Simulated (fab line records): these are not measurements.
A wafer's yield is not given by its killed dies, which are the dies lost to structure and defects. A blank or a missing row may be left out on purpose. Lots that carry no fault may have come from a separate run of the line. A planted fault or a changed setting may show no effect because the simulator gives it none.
The tool behind it: which one? | flow n5Finfet | 34 wafers from 12 lots sampled at 2 of the route's 1938 steps

WHAT THE GAUGES SHOWED, per wafer
N5_BEOL_M10_INSPECT_58: inspects for defects (darkfield).
lot  | measured     | on               | rawDefectCount
L534 | day 9 23:22  | defectInspect-01 | 93 77 64
L533 | day 10 14:54 | defectInspect-01 | 54 45 86
L535 | day 10 16:48 | defectInspect-02 | 85 65 76
L538 | day 11 03:21 | defectInspect-01 | 98 127
L537 | day 11 04:12 | defectInspect-01 | 92 101 133
L543 | day 12 17:01 | defectInspect-01 | 41 63
L548 | day 14 05:42 | defectInspect-01 | 82 72 89
L553 | day 15 06:06 | defectInspect-02 | 48 51 40
L551 | day 15 07:23 | defectInspect-01 | 71 29 71
L554 | day 15 12:16 | defectInspect-02 | 86 98 80
L555 | day 15 20:48 | defectInspect-01 | 131 99 77
L556 | day 16 02:19 | defectInspect-01 | 41 62 52

N5_BEOL_M11_CD_MEAS_28: the cd target is 70 nm.
lot  | measured     | on       | cdNm (nm)
L534 | day 10 03:48 | cdSem-01 | 70.1 69.3 70.4
L533 | day 10 18:42 | cdSem-01 | 69.7 70.4 70.6
L535 | day 10 20:58 | cdSem-03 | 69.3 69.8 70.0
L538 | day 11 06:32 | cdSem-01 | 70.2 69.6
L537 | day 11 08:32 | cdSem-01 | 70.0 69.9 69.7
L543 | day 12 22:23 | cdSem-01 | 70.0 69.5
L548 | day 14 10:40 | cdSem-02 | 69.0 70.1 69.4
L553 | day 15 10:49 | cdSem-02 | 70.1 69.0 69.6
L551 | day 15 11:19 | cdSem-01 | 70.2 69.8 69.9
L554 | day 15 15:02 | cdSem-01 | 69.6 69.6 70.1
L555 | day 15 23:44 | cdSem-02 | 70.4 70.8 69.8
L556 | day 16 19:22 | cdSem-03 | 72.0 69.9 70.6

EACH LOT AND THE TOOL THAT RAN IT (in order: tool; ch and the chambers of the sampled wafers; start)
There is no process step in the record ahead of these readings.

AS READ BY THE TOOLS THEMSELVES (means over the sampled wafers that have a number; for cases with no such wafer, the mark the record gives instead)
The record holds no such reading with a usual standard deviation.

THE ANSWER, worked out from the rows above alone
Rule: the lots themselves supply what counts as usual. Put in order of their means at a reading, lots are off if they are a third of the lots or fewer, leave a main group of 4 or more, and stand apart from it by a gap of 3 or more times the standard deviation of the main group's means; of several such gaps the widest counts. A main group is skipped when, at the precision printed for the reading in the tables above, its means are all equal. Also off: a lot with no number at a reading for which 4 or more lots have one. Any other lot the step has rows for is counted as sound. After the gauges, taken in route order, come the tools' own readings; for these a lot's mean is taken, as printed above. The first step at which some lot is off is used, and at that step the reading that is off furthest; a lot without a number counts as furthest.
Nothing can be told from this: no lot is off at any reading shown.

WHAT THE SIMULATOR HAD PUT IN
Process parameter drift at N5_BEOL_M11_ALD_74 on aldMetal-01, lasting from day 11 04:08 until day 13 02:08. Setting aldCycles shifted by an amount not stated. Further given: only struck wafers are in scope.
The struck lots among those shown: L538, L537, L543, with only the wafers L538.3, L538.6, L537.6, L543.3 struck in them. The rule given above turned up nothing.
